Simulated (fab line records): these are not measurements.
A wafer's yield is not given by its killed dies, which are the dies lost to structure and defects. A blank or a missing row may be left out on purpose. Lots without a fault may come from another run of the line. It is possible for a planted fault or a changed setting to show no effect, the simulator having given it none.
Chamber matching | flow n5Finfet | rieDiel-05 running N5_FIN_SAQP_HM_OPEN_73: 4 sister chambers
The step chemistry CHF3/O2, target SiO2, stops on a-Si, target depth 12 nm, time 16.8 s. 4 wafers are shown with their chamber, then 11 later ones without.

== WAFERS WITH THEIR CHAMBER ==
wafer  | chamber | drypumpMotorCurrentA (A)
L088.1 | 1       | 5.7
L088.2 | 0       | 5.9
L088.4 | 2       | 5.3
L091.1 | 3       | 6.4

== WAFERS MISSING THEIR CHAMBER ==
wafer  | drypumpMotorCurrentA (A)
L091.2 | 5.3
L091.4 | 5.9
L092.3 | 5.3
L092.5 | 5.9
L092.6 | 5.7
L093.4 | 5.9
L093.5 | 6.3
L093.6 | 5.3
L094.2 | 5.3
L094.4 | 5.9
L094.5 | 6.3

== WHICH CHAMBER EACH ONE RAN IN ==
wafer  | from the rows above | in truth
L091.2 | 2                   | 2
L091.4 | 0                   | 0
L092.3 | 2                   | 2
L092.5 | 0                   | 0
L092.6 | 1                   | 1
L093.4 | 0                   | 0
L093.5 | 3                   | 3
L093.6 | 2                   | 2
L094.2 | 2                   | 2
L094.4 | 0                   | 0
L094.5 | 3                   | 3
Correctly placed: 11 of 11. Can't be placed from these rows: 0. Wrongly placed: 0.
How it was worked out, from the rows above alone: a wafer's distance from a chamber is the root of the sum, over the readings, of the square of ((its reading less the chamber's mean) divided by the reading's scatter). If the next closest chamber is less than 2 further off than the closest, the wafer can't be placed; otherwise it belongs to the closest. The mean given for a chamber averages the wafers shown for that chamber. The scatter: with one shown wafer a chamber, the root of the mean of the squares of how far each hidden wafer lies from its nearest shown one.
